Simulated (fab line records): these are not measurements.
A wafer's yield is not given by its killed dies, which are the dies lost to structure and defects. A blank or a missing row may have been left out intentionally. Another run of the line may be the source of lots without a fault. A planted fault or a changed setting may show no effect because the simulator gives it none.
Which tool was responsible? / flow n5 finfet / Sampling: 9 lots, 27 wafers, 4 of 1938 route steps

== WHAT THE GAUGES SHOWED, per wafer ==
N5_BEOL_M4_RC_MEAS_101.
lot=L682; measured=day 7 23:52; on=prober-02; CJ_N=4.17 4.23 4.25
lot=L686; measured=day 8 18:59; on=prober-02; CJ_N=4.33 4.24 4.30
lot=L687; measured=day 8 22:37; on=prober-01; CJ_N=4.42 4.40 4.40
lot=L688; measured=day 9 15:51; on=prober-02; CJ_N=1.42 1.42 1.43
lot=L689; measured=day 9 16:14; on=prober-01; CJ_N=4.26 4.34 4.25
lot=L692; measured=day 10 14:41; on=prober-02; CJ_N=1.41 1.39 1.37
lot=L703; measured=day 13 15:49; on=prober-01; CJ_N=4.36 4.36 4.32
lot=L704; measured=day 13 09:25; on=prober-01; CJ_N=4.19 4.21 4.28
lot=L705; measured=day 13 20:34; on=prober-02; CJ_N=4.23 4.18 4.34

== WHICH TOOL RAN EACH LOT (tool, then ch and the chambers of the sampled wafers, then the start) ==
lot=L682; N5_ZERO_LAYER_ETCH_18=rie si-06 ch 1,2,3, day 1 12:55; N5_WELL_APT_IMPLANT_32=implanter-01 ch 0, day 1 15:20; N5_FIN_SAQP_ALD_61=ald sin-03 ch 0,2,3, day 1 21:07
lot=L686; N5_ZERO_LAYER_ETCH_18=rie si-06 ch 0,1,2, day 2 12:55; N5_WELL_APT_IMPLANT_32=implanter-01 ch 0, day 2 15:11; N5_FIN_SAQP_ALD_61=ald sin-03 ch 0,2,3, day 2 20:39
lot=L687; N5_ZERO_LAYER_ETCH_18=rie si-04 ch 0,1,2, day 2 18:50; N5_WELL_APT_IMPLANT_32=implanter-01 ch 0, day 2 22:08; N5_FIN_SAQP_ALD_61=ald sin-02 ch 0,1,2, day 3 04:52
lot=L688; N5_ZERO_LAYER_ETCH_18=rie si-02 ch 0,1,2, day 3 01:09; N5_WELL_APT_IMPLANT_32=implanter-01 ch 0, day 3 03:55; N5_FIN_SAQP_ALD_61=ald sin-03 ch 1,3, day 3 09:28
lot=L689; N5_ZERO_LAYER_ETCH_18=rie si-02 ch 1,2, day 3 06:47; N5_WELL_APT_IMPLANT_32=implanter-02 ch 0, day 3 09:33; N5_FIN_SAQP_ALD_61=ald sin-01 ch 0,2,3, day 3 15:07
lot=L692; N5_ZERO_LAYER_ETCH_18=rie si-04 ch 0,1,3, day 4 01:17; N5_WELL_APT_IMPLANT_32=implanter-01 ch 0, day 4 03:51; N5_FIN_SAQP_ALD_61=ald sin-02 ch 0,2,3, day 4 10:00
lot=L703; N5_ZERO_LAYER_ETCH_18=rie si-02 ch 0,1,2, day 6 19:01; N5_WELL_APT_IMPLANT_32=implanter-02 ch 0, day 6 21:27; N5_FIN_SAQP_ALD_61=ald sin-01 ch 1,3, day 7 02:40
lot=L704; N5_ZERO_LAYER_ETCH_18=rie si-04 ch 0,1, day 7 00:55; N5_WELL_APT_IMPLANT_32=implanter-01 ch 0, day 7 03:30; N5_FIN_SAQP_ALD_61=ald sin-02 ch 0,2,3, day 7 09:22
lot=L705; N5_ZERO_LAYER_ETCH_18=rie si-02 ch 2,3, day 7 06:47; N5_WELL_APT_IMPLANT_32=implanter-02 ch 0, day 7 09:41; N5_FIN_SAQP_ALD_61=ald sin-02 ch 2,3, day 7 14:53
- N5_ZERO_LAYER_ETCH_18: etches Si in HBr/Cl2, target depth 120 nm, time 40 s.
- N5_WELL_APT_IMPLANT_32
- N5_FIN_SAQP_ALD_61: deposits SiO2, target thk 4 nm, pulse time 1 s, purge time 2 s.

== THE ANSWER, worked out from the rows above alone ==
Rule: usual is defined by the lots themselves. The widest of any qualifying gaps counts: lots, ordered by their means at a reading, are off when they make up no more than a third of the lots, leave a main group of 4 or more, and stand apart from it by 3 or more times the standard deviation of that group's means. If all means in a main group match to the digits the tables above print for the reading, that group is not used. A lot without any number at a reading at which 4 lots or more have one is off too. The other lots that the step has rows for count as sound.
Off: L688, L692, at N5_BEOL_M4_RC_MEAS_101 (CJ_N). Main group: mean 4.29, sd 0.063.
If a tool, at a process step before that reading, ran all the lots that are off and no sound lot after the first of them, it fits. The gauges at N5_BEOL_M4_RC_MEAS_101 are tried like those tools. None of those tried fits.

== WHAT HAD BEEN PUT IN BY THE SIMULATOR ==
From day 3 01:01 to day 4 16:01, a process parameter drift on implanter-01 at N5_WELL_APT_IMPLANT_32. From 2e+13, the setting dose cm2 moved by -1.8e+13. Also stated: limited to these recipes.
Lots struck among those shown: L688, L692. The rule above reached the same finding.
